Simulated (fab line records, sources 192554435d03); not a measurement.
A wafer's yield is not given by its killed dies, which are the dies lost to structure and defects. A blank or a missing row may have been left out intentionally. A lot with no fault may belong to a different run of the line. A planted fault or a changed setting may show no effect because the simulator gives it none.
The tool behind it: which one? || flow n5_finfet || Sampling: 11 lots, 32 wafers, 5 of 1938 route steps

## WHAT THE GAUGES READ, wafer by wafer
N5_BEOL_M4_RC_MEAS_101. Usual: DIBL_N 36.0 mV/V, standard deviation 2.5; DIBL_P 36.2 mV/V, standard deviation 3; IOFF_N 0.16 nA/um, standard deviation 0.044; IOFF_P 0.21 nA/um, standard deviation 0.049; ION_N 671 uA/um, standard deviation 15; ION_P 461 uA/um, standard deviation 8.7; SS_N 71.5 mV/dec, standard deviation 0.72; SS_P 73.4 mV/dec, standard deviation 0.9; VT_N 251 mV, standard deviation 4.4; VT_P -250 mV, standard deviation 4.
{"lot": "L162", "measured": "day 8 21:15", "on": "prober-02", "DIBL_N (mV/V)": "34.6 33.6 33.5", "DIBL_P (mV/V)": "36.4 35.3 35.5", "IOFF_N (nA/um)": "0.13 0.13 0.13", "IOFF_P (nA/um)": "0.19 0.17 0.18", "ION_N (uA/um)": "652 660 652", "ION_P (uA/um)": "449 452 447", "SS_N (mV/dec)": "71.9 71.7 72.0", "SS_P (mV/dec)": "73.2 73.2 73.0", "VT_N (mV)": "254 253 254", "VT_P (mV)": "-252 -253 -255", "flag": ""}
{"lot": "L164", "measured": "day 9 14:58", "on": "prober-02", "DIBL_N (mV/V)": "32.7 37.3 35.7", "DIBL_P (mV/V)": "34.3 40.0 38.5", "IOFF_N (nA/um)": "0.12 0.20 0.16", "IOFF_P (nA/um)": "0.18 0.24 0.24", "ION_N (uA/um)": "656 677 663", "ION_P (uA/um)": "455 459 461", "SS_N (mV/dec)": "70.9 72.3 71.7", "SS_P (mV/dec)": "72.2 74.3 74.3", "VT_N (mV)": "252 247 253", "VT_P (mV)": "-249 -249 -247", "flag": ""}
{"lot": "L166", "measured": "day 9 23:16", "on": "prober-02", "DIBL_N (mV/V)": "41.4 38.8 39.2", "DIBL_P (mV/V)": "41.8 39.1 39.7", "IOFF_N (nA/um)": "0.26 0.19 0.20", "IOFF_P (nA/um)": "0.29 0.24 0.24", "ION_N (uA/um)": "697 673 690", "ION_P (uA/um)": "466 457 468", "SS_N (mV/dec)": "72.5 73.0 72.9", "SS_P (mV/dec)": "75.0 74.2 75.1", "VT_N (mV)": "245 247 248", "VT_P (mV)": "-246 -249 -251", "flag": ""}
{"lot": "L174", "measured": "day 11 18:24", "on": "prober-01", "DIBL_N (mV/V)": "36.0 36.6 35.9", "DIBL_P (mV/V)": "36.7 38.2 35.8", "IOFF_N (nA/um)": "0.15 0.17 0.15", "IOFF_P (nA/um)": "0.22 0.24 0.19", "ION_N (uA/um)": "671 686 658", "ION_P (uA/um)": "461 471 450", "SS_N (mV/dec)": "71.7 71.6 72.3", "SS_P (mV/dec)": "73.2 74.0 73.3", "VT_N (mV)": "252 250 254", "VT_P (mV)": "-247 -244 -253", "flag": ""}
{"lot": "L176", "measured": "day 12 11:42", "on": "prober-02", "DIBL_N (mV/V)": "34.1 37.7 34.2", "DIBL_P (mV/V)": "35.5 38.3 35.0", "IOFF_N (nA/um)": "0.13 0.21 0.14", "IOFF_P (nA/um)": "0.21 0.25 0.20", "ION_N (uA/um)": "669 676 667", "ION_P (uA/um)": "466 466 466", "SS_N (mV/dec)": "71.0 72.5 71.3", "SS_P (mV/dec)": "73.4 74.1 73.2", "VT_N (mV)": "251 247 249", "VT_P (mV)": "-248 -247 -252", "flag": ""}
{"lot": "L178", "measured": "day 13 13:41", "on": "prober-02", "DIBL_N (mV/V)": "36.5 40.5 36.9", "DIBL_P (mV/V)": "36.2 40.6 37.0", "IOFF_N (nA/um)": "0.14 0.22 0.14", "IOFF_P (nA/um)": "0.20 0.27 0.22", "ION_N (uA/um)": "670 674 665", "ION_P (uA/um)": "456 460 464", "SS_N (mV/dec)": "71.0 72.4 71.9", "SS_P (mV/dec)": "73.2 74.5 74.0", "VT_N (mV)": "250 246 253", "VT_P (mV)": "-254 -248 -250", "flag": ""}
{"lot": "L179", "measured": "day 12 21:49", "on": "prober-01", "DIBL_N (mV/V)": "35.9 34.4 36.0", "DIBL_P (mV/V)": "37.7 35.8 37.3", "IOFF_N (nA/um)": "0.18 0.14 0.18", "IOFF_P (nA/um)": "0.26 0.22 0.24", "ION_N (uA/um)": "676 655 677", "ION_P (uA/um)": "469 460 469", "SS_N (mV/dec)": "71.0 70.9 72.3", "SS_P (mV/dec)": "73.7 73.8 73.8", "VT_N (mV)": "248 255 248", "VT_P (mV)": "-244 -248 -247", "flag": ""}
{"lot": "L180", "measured": "day 12 22:44", "on": "prober-01", "DIBL_N (mV/V)": "33.0 32.5 35.2", "DIBL_P (mV/V)": "31.1 31.6 35.9", "IOFF_N (nA/um)": "0.10 0.10 0.14", "IOFF_P (nA/um)": "0.15 0.15 0.21", "ION_N (uA/um)": "653 643 668", "ION_P (uA/um)": "454 447 456", "SS_N (mV/dec)": "71.0 70.5 71.3", "SS_P (mV/dec)": "71.9 72.3 73.8", "VT_N (mV)": "258 259 250", "VT_P (mV)": "-255 -253 -251", "flag": ""}
{"lot": "L182", "measured": "day 13 21:25", "on": "prober-01", "DIBL_N (mV/V)": "36.4 39.7 34.3", "DIBL_P (mV/V)": "36.3 40.5 32.5", "IOFF_N (nA/um)": "0.17 0.26 0.13", "IOFF_P (nA/um)": "0.25 0.34 0.18", "ION_N (uA/um)": "678 698 672", "ION_P (uA/um)": "473 475 460", "SS_N (mV/dec)": "72.1 72.2 70.5", "SS_P (mV/dec)": "73.6 74.3 72.5", "VT_N (mV)": "251 242 251", "VT_P (mV)": "-248 -244 -249", "flag": ""}
{"lot": "L184", "measured": "day 14 06:51", "on": "prober-02", "DIBL_N (mV/V)": "37.1 34.0", "DIBL_P (mV/V)": "38.2 34.5", "IOFF_N (nA/um)": "0.17 0.12", "IOFF_P (nA/um)": "0.21 0.16", "ION_N (uA/um)": "685 675", "ION_P (uA/um)": "470 460", "SS_N (mV/dec)": "71.1 70.8", "SS_P (mV/dec)": "74.5 73.5", "VT_N (mV)": "253 252", "VT_P (mV)": "-253 -258", "flag": ""}

## TOOL THAT RAN EACH LOT (tool first, then ch and the chambers of the sampled wafers, then the start)
{"lot": "L162", "N5_BEOL_M1_SPUTTER_48": "pvd_sputter-02, day 6 22:57", "N5_BEOL_M1_SPUTTER_79": "pvd_sputter-02, day 6 23:10", "N5_BEOL_M1_ANNEAL_80": "pvd_sputter-02, day 6 23:15", "N5_BEOL_M1_SPUTTER_88": "pvd_sputter-02, day 6 23:50"}
{"lot": "L164", "N5_BEOL_M1_SPUTTER_48": "pvd_sputter-03, day 7 10:17", "N5_BEOL_M1_SPUTTER_79": "pvd_sputter-03, day 7 10:31", "N5_BEOL_M1_ANNEAL_80": "pvd_sputter-03, day 7 10:37", "N5_BEOL_M1_SPUTTER_88": "pvd_sputter-03, day 7 11:14"}
{"lot": "L166", "N5_BEOL_M1_SPUTTER_48": "pvd_sputter-03, day 8 03:00", "N5_BEOL_M1_SPUTTER_79": "pvd_sputter-03, day 8 03:13", "N5_BEOL_M1_ANNEAL_80": "pvd_sputter-03, day 8 03:18", "N5_BEOL_M1_SPUTTER_88": "pvd_sputter-03, day 8 03:53"}
{"lot": "L168", "N5_BEOL_M1_SPUTTER_48": "pvd_sputter-03, day 8 08:44", "N5_BEOL_M1_SPUTTER_79": "pvd_sputter-03, day 8 08:58", "N5_BEOL_M1_ANNEAL_80": "pvd_sputter-03, day 8 09:02", "N5_BEOL_M1_SPUTTER_88": "pvd_sputter-03, day 8 09:37"}
{"lot": "L174", "N5_BEOL_M1_SPUTTER_48": "pvd_sputter-03, day 9 17:50", "N5_BEOL_M1_SPUTTER_79": "pvd_sputter-03, day 9 18:03", "N5_BEOL_M1_ANNEAL_80": "pvd_sputter-03, day 9 18:08", "N5_BEOL_M1_SPUTTER_88": "pvd_sputter-03, day 9 18:43"}
{"lot": "L176", "N5_BEOL_M1_SPUTTER_48": "pvd_sputter-03, day 10 02:52", "N5_BEOL_M1_SPUTTER_79": "pvd_sputter-03, day 10 03:05", "N5_BEOL_M1_ANNEAL_80": "pvd_sputter-03, day 10 03:10", "N5_BEOL_M1_SPUTTER_88": "pvd_sputter-03, day 10 03:45"}
{"lot": "L178", "N5_BEOL_M1_SPUTTER_48": "pvd_sputter-02, day 10 22:14", "N5_BEOL_M1_SPUTTER_79": "pvd_sputter-02, day 10 22:27", "N5_BEOL_M1_ANNEAL_80": "pvd_sputter-02, day 10 22:32", "N5_BEOL_M1_SPUTTER_88": "pvd_sputter-02, day 10 23:07"}
{"lot": "L179", "N5_BEOL_M1_SPUTTER_48": "pvd_sputter-03, day 11 04:45", "N5_BEOL_M1_SPUTTER_79": "pvd_sputter-03, day 11 04:58", "N5_BEOL_M1_ANNEAL_80": "pvd_sputter-03, day 11 05:03", "N5_BEOL_M1_SPUTTER_88": "pvd_sputter-03, day 11 05:38"}
{"lot": "L180", "N5_BEOL_M1_SPUTTER_48": "pvd_sputter-03, day 11 07:05", "N5_BEOL_M1_SPUTTER_79": "pvd_sputter-03, day 11 07:19", "N5_BEOL_M1_ANNEAL_80": "pvd_sputter-03, day 11 07:23", "N5_BEOL_M1_SPUTTER_88": "pvd_sputter-03, day 11 07:58"}
{"lot": "L182", "N5_BEOL_M1_SPUTTER_48": "pvd_sputter-01, day 11 23:44", "N5_BEOL_M1_SPUTTER_79": "pvd_sputter-01, day 11 23:57", "N5_BEOL_M1_ANNEAL_80": "pvd_sputter-01, day 12 00:02", "N5_BEOL_M1_SPUTTER_88": "pvd_sputter-01, day 12 00:37"}
{"lot": "L184", "N5_BEOL_M1_SPUTTER_48": "pvd_sputter-03, day 12 09:56", "N5_BEOL_M1_SPUTTER_79": "pvd_sputter-03, day 12 10:09", "N5_BEOL_M1_ANNEAL_80": "pvd_sputter-03, day 12 10:14", "N5_BEOL_M1_SPUTTER_88": "pvd_sputter-03, day 12 10:49"}
- N5_BEOL_M1_SPUTTER_48: material Cu, target thk 4.5 nm, time 8.29 s.
- N5_BEOL_M1_SPUTTER_79: material Cu, target thk 4.5 nm, time 8.29 s.
- N5_BEOL_M1_ANNEAL_80: time 240 s.
- N5_BEOL_M1_SPUTTER_88: material Cu, target thk 4.5 nm, time 8.29 s.

## AS READ BY THE TOOLS THEMSELVES (means over the sampled wafers that have a number; for cases with no such wafer, the mark the record gives instead)
N5_BEOL_M1_SPUTTER_48. Usual: chamber_pressure_pa 0.07 Pa, standard deviation 0.00013; chuck_gas_flow_sccm 1.26 sccm, standard deviation 0.056; substrate_temp_c -20.00 C, standard deviation 0.11; throttle_valve_pct 29.8 %, standard deviation 0.9.
{"lot": "L162", "tool": "pvd_sputter-02", "chamber_pressure_pa (Pa)": 0.07, "chuck_gas_flow_sccm (sccm)": 1.26, "substrate_temp_c (C)": -20.05, "throttle_valve_pct (%)": 30.2, "flag": ""}
{"lot": "L164", "tool": "pvd_sputter-03", "chamber_pressure_pa (Pa)": 0.07, "chuck_gas_flow_sccm (sccm)": 1.25, "substrate_temp_c (C)": -20.06, "throttle_valve_pct (%)": 29.4, "flag": ""}
{"lot": "L166", "tool": "pvd_sputter-03", "chamber_pressure_pa (Pa)": 0.07, "chuck_gas_flow_sccm (sccm)": 1.27, "substrate_temp_c (C)": -20.05, "throttle_valve_pct (%)": 30.0, "flag": ""}
{"lot": "L168", "tool": "pvd_sputter-03", "chamber_pressure_pa (Pa)": 0.07, "chuck_gas_flow_sccm (sccm)": 1.22, "substrate_temp_c (C)": -20.03, "throttle_valve_pct (%)": 30.7, "flag": ""}
{"lot": "L174", "tool": "pvd_sputter-03", "chamber_pressure_pa (Pa)": 0.07, "chuck_gas_flow_sccm (sccm)": 1.28, "substrate_temp_c (C)": -20.00, "throttle_valve_pct (%)": 30.1, "flag": ""}
{"lot": "L176", "tool": "pvd_sputter-03", "chamber_pressure_pa (Pa)": 0.07, "chuck_gas_flow_sccm (sccm)": 1.32, "substrate_temp_c (C)": -19.96, "throttle_valve_pct (%)": 28.8, "flag": ""}
{"lot": "L178", "tool": "pvd_sputter-02", "chamber_pressure_pa (Pa)": 0.07, "chuck_gas_flow_sccm (sccm)": 1.25, "substrate_temp_c (C)": -20.09, "throttle_valve_pct (%)": 30.4, "flag": ""}
{"lot": "L179", "tool": "pvd_sputter-03", "chamber_pressure_pa (Pa)": 0.07, "chuck_gas_flow_sccm (sccm)": 1.26, "substrate_temp_c (C)": -20.03, "throttle_valve_pct (%)": 29.4, "flag": ""}
{"lot": "L180", "tool": "pvd_sputter-03", "chamber_pressure_pa (Pa)": 0.07, "chuck_gas_flow_sccm (sccm)": 1.29, "substrate_temp_c (C)": -20.00, "throttle_valve_pct (%)": 29.3, "flag": ""}
{"lot": "L182", "tool": "pvd_sputter-01", "chamber_pressure_pa (Pa)": 0.07, "chuck_gas_flow_sccm (sccm)": 1.26, "substrate_temp_c (C)": -19.93, "throttle_valve_pct (%)": 28.4, "flag": ""}
{"lot": "L184", "tool": "pvd_sputter-03", "chamber_pressure_pa (Pa)": 0.07, "chuck_gas_flow_sccm (sccm)": 1.26, "substrate_temp_c (C)": -20.09, "throttle_valve_pct (%)": 29.6, "flag": ""}

N5_BEOL_M1_SPUTTER_79. Usual: chamber_pressure_pa 0.07001 Pa, standard deviation 0.00015; chuck_gas_flow_sccm 1.25 sccm, standard deviation 0.05; substrate_temp_c -19.99 C, standard deviation 0.095; throttle_valve_pct 29.7 %, standard deviation 0.87.
{"lot": "L162", "tool": "pvd_sputter-02", "chamber_pressure_pa (Pa)": 0.07000, "chuck_gas_flow_sccm (sccm)": 1.29, "substrate_temp_c (C)": -19.98, "throttle_valve_pct (%)": 30.0, "flag": ""}
{"lot": "L164", "tool": "pvd_sputter-03", "chamber_pressure_pa (Pa)": 0.07029, "chuck_gas_flow_sccm (sccm)": 1.25, "substrate_temp_c (C)": -20.02, "throttle_valve_pct (%)": 29.1, "flag": ""}
{"lot": "L166", "tool": "pvd_sputter-03", "chamber_pressure_pa (Pa)": 0.07003, "chuck_gas_flow_sccm (sccm)": 1.27, "substrate_temp_c (C)": -19.97, "throttle_valve_pct (%)": 30.0, "flag": ""}
{"lot": "L168", "tool": "pvd_sputter-03", "chamber_pressure_pa (Pa)": 0.07010, "chuck_gas_flow_sccm (sccm)": 1.25, "substrate_temp_c (C)": -19.94, "throttle_valve_pct (%)": 30.7, "flag": ""}
{"lot": "L174", "tool": "pvd_sputter-03", "chamber_pressure_pa (Pa)": 0.07012, "chuck_gas_flow_sccm (sccm)": 1.26, "substrate_temp_c (C)": -19.91, "throttle_valve_pct (%)": 30.1, "flag": ""}
{"lot": "L176", "tool": "pvd_sputter-03", "chamber_pressure_pa (Pa)": 0.06989, "chuck_gas_flow_sccm (sccm)": 1.22, "substrate_temp_c (C)": -20.08, "throttle_valve_pct (%)": 29.2, "flag": ""}
{"lot": "L178", "tool": "pvd_sputter-02", "chamber_pressure_pa (Pa)": 0.07006, "chuck_gas_flow_sccm (sccm)": 1.23, "substrate_temp_c (C)": -20.01, "throttle_valve_pct (%)": 30.2, "flag": ""}
{"lot": "L179", "tool": "pvd_sputter-03", "chamber_pressure_pa (Pa)": 0.07000, "chuck_gas_flow_sccm (sccm)": 1.29, "substrate_temp_c (C)": -20.06, "throttle_valve_pct (%)": 29.5, "flag": ""}
{"lot": "L180", "tool": "pvd_sputter-03", "chamber_pressure_pa (Pa)": 0.06998, "chuck_gas_flow_sccm (sccm)": 1.26, "substrate_temp_c (C)": -20.01, "throttle_valve_pct (%)": 29.6, "flag": ""}
{"lot": "L182", "tool": "pvd_sputter-01", "chamber_pressure_pa (Pa)": 0.07000, "chuck_gas_flow_sccm (sccm)": 1.24, "substrate_temp_c (C)": -19.98, "throttle_valve_pct (%)": 28.3, "flag": ""}
{"lot": "L184", "tool": "pvd_sputter-03", "chamber_pressure_pa (Pa)": 0.07020, "chuck_gas_flow_sccm (sccm)": 1.23, "substrate_temp_c (C)": -19.93, "throttle_valve_pct (%)": 29.5, "flag": ""}

N5_BEOL_M1_ANNEAL_80. Usual: 836 W for heater_power_w, sd 60.
{"lot": "L162", "tool": "pvd_sputter-02", "heater_power_w (W)": 862, "flag": ""}
{"lot": "L164", "tool": "pvd_sputter-03", "heater_power_w (W)": 888, "flag": ""}
{"lot": "L166", "tool": "pvd_sputter-03", "heater_power_w (W)": 832, "flag": ""}
{"lot": "L168", "tool": "pvd_sputter-03", "heater_power_w (W)": 754, "flag": ""}
{"lot": "L174", "tool": "pvd_sputter-03", "heater_power_w (W)": 833, "flag": ""}
{"lot": "L176", "tool": "pvd_sputter-03", "heater_power_w (W)": 839, "flag": ""}
{"lot": "L178", "tool": "pvd_sputter-02", "heater_power_w (W)": 844, "flag": ""}
{"lot": "L179", "tool": "pvd_sputter-03", "heater_power_w (W)": 862, "flag": ""}
{"lot": "L180", "tool": "pvd_sputter-03", "heater_power_w (W)": 856, "flag": ""}
{"lot": "L182", "tool": "pvd_sputter-01", "heater_power_w (W)": 915, "flag": ""}
{"lot": "L184", "tool": "pvd_sputter-03", "heater_power_w (W)": 854, "flag": ""}

N5_BEOL_M1_SPUTTER_88. Usual: chamber_pressure_pa 0.06999 Pa, standard deviation 0.00013; chuck_gas_flow_sccm 1.26 sccm, standard deviation 0.055; substrate_temp_c -20.00 C, standard deviation 0.098; throttle_valve_pct 29.8 %, standard deviation 0.88.
{"lot": "L162", "tool": "pvd_sputter-02", "chamber_pressure_pa (Pa)": 0.06989, "chuck_gas_flow_sccm (sccm)": 1.26, "substrate_temp_c (C)": -20.02, "throttle_valve_pct (%)": 30.1, "flag": ""}
{"lot": "L164", "tool": "pvd_sputter-03", "chamber_pressure_pa (Pa)": 0.07002, "chuck_gas_flow_sccm (sccm)": 1.24, "substrate_temp_c (C)": -19.85, "throttle_valve_pct (%)": 29.2, "flag": ""}
{"lot": "L166", "tool": "pvd_sputter-03", "chamber_pressure_pa (Pa)": "-", "chuck_gas_flow_sccm (sccm)": "-", "substrate_temp_c (C)": "-", "throttle_valve_pct (%)": "-", "flag": "OFF"}
{"lot": "L168", "tool": "pvd_sputter-03", "chamber_pressure_pa (Pa)": "-", "chuck_gas_flow_sccm (sccm)": "-", "substrate_temp_c (C)": "-", "throttle_valve_pct (%)": "-", "flag": "OFF"}
{"lot": "L174", "tool": "pvd_sputter-03", "chamber_pressure_pa (Pa)": 0.07019, "chuck_gas_flow_sccm (sccm)": 1.27, "substrate_temp_c (C)": -19.88, "throttle_valve_pct (%)": 30.1, "flag": ""}
{"lot": "L176", "tool": "pvd_sputter-03", "chamber_pressure_pa (Pa)": 0.06999, "chuck_gas_flow_sccm (sccm)": 1.29, "substrate_temp_c (C)": -20.06, "throttle_valve_pct (%)": 29.1, "flag": ""}
{"lot": "L178", "tool": "pvd_sputter-02", "chamber_pressure_pa (Pa)": 0.06997, "chuck_gas_flow_sccm (sccm)": 1.30, "substrate_temp_c (C)": -20.04, "throttle_valve_pct (%)": 30.2, "flag": ""}
{"lot": "L179", "tool": "pvd_sputter-03", "chamber_pressure_pa (Pa)": 0.07003, "chuck_gas_flow_sccm (sccm)": 1.31, "substrate_temp_c (C)": -20.09, "throttle_valve_pct (%)": 29.6, "flag": ""}
{"lot": "L180", "tool": "pvd_sputter-03", "chamber_pressure_pa (Pa)": 0.07003, "chuck_gas_flow_sccm (sccm)": 1.25, "substrate_temp_c (C)": -20.03, "throttle_valve_pct (%)": 29.4, "flag": ""}
{"lot": "L182", "tool": "pvd_sputter-01", "chamber_pressure_pa (Pa)": 0.06984, "chuck_gas_flow_sccm (sccm)": 1.25, "substrate_temp_c (C)": -20.01, "throttle_valve_pct (%)": 28.4, "flag": ""}
{"lot": "L184", "tool": "pvd_sputter-03", "chamber_pressure_pa (Pa)": 0.06990, "chuck_gas_flow_sccm (sccm)": 1.24, "substrate_temp_c (C)": -20.12, "throttle_valve_pct (%)": 29.8, "flag": ""}

## THE ANSWER, worked out from the rows above alone
Rule: lot off if the mean of its wafers having a number is beyond 3 standard deviations from the usual mean. A lot without any number at a reading at which 4 lots or more have one is off too. All remaining lots with rows at the step are treated as sound. First the gauges in route order, then the tools' own readings, where a lot's mean is used as printed above. At the first step where some lot is off, the reading lying furthest off is the one used; lots without a number count as furthest.
Off, at N5_BEOL_M1_SPUTTER_88 on chamber_pressure_pa: L166, L168. Without a number there: L166, L168.
A tool fits if, at that step or a process step before it, it ran every lot that is off, and no sound lot after the first of them. Of those tried, none fits.

## WHAT WAS PUT IN BY THE SIMULATOR
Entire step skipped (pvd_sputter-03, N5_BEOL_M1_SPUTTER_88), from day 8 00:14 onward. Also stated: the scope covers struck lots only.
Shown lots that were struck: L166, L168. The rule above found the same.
